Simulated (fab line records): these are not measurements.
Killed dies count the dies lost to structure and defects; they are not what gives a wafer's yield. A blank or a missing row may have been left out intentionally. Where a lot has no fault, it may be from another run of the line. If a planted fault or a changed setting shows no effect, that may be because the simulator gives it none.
Chamber matching    flow n5 finfet    N5_BEOL_M5_ETCH_75 on rie diel-04 has 4 sister chambers
The step etches underlayer in N2/H2, target depth 6.5 nm, time 5.2 s. 16 wafers are shown with their chamber, then 8 later ones without.

== WAFERS, EACH WITH ITS CHAMBER ==
wafer   chamber  showerhead plenum p Torr (Torr)  throttle valve pct (%)  oes product au (a.u.)
L326.3  1        2.62                             18.12                   0.56
L326.5  1        2.62                             18.12                   0.57
L326.6  2        2.53                             17.75                   0.62
L328.1  3        2.69                             17.91                   0.72
L328.3  1        2.62                             18.13                   0.55
L328.4  1        2.62                             18.14                   0.57
L329.1  2        2.52                             17.74                   0.62
L329.3  3        2.69                             17.93                   0.70
L329.4  0        2.41                             18.19                   0.60
L331.3  0        2.41                             18.18                   0.59
L331.5  0        2.41                             18.19                   0.58
L331.6  2        2.52                             17.77                   0.60
L333.4  0        2.40                             18.17                   0.58
L333.5  3        2.69                             17.94                   0.70
L333.6  2        2.52                             17.77                   0.61
L338.2  3        2.69                             17.95                   0.70

SIGNATURES (averages over the wafers above)
reading                   chamber 0  chamber 1  chamber 2  chamber 3  scatter within a chamber
showerhead plenum p Torr  2.4075     2.6200     2.5225     2.6900     0.00354
throttle valve pct        18.1825    18.1275    17.7575    17.9325    0.0132
oes product au            0.5875     0.5625     0.6125     0.7050     0.00968
Rule: a wafer lies at a distance from a chamber equal to the root of the sum of squares, over the readings, of (its reading less the chamber's mean, divided by the reading's scatter). If the next closest chamber is less than 2 further off than the closest, the wafer can't be placed; otherwise it belongs to the closest. The scatter: the root of (the sum of the squares of (reading less its chamber's mean) over the shown wafers, divided by (wafers less chambers)).

== WAFERS WHOSE CHAMBER IS MISSING ==
wafer   showerhead plenum p Torr (Torr)  throttle valve pct (%)  oes product au (a.u.)
L338.4  2.40                             18.20                   0.58
L338.5  2.52                             17.78                   0.63
L345.1  2.68                             17.98                   0.68
L345.4  2.68                             17.99                   0.68
L345.5  2.51                             17.81                   0.59
L347.2  2.51                             17.83                   0.60
L347.3  2.60                             17.72                   0.77
L347.5  2.61                             17.70                   0.77

== WHICH CHAMBER EACH WENT THROUGH ==
wafer    from the rows above       in truth
L338.4   0                         0
L338.5   2                         2
L345.1   3                         3
L345.4   3                         3
L345.5   2                         2
L347.2   2                         2
L347.3   2                         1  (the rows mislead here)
L347.5   can't be placed: 3 or 2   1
Placed correctly: 6 of 8. These rows do not allow placing 1 (true chamber among the candidates in 0). Placed wrongly: 1.
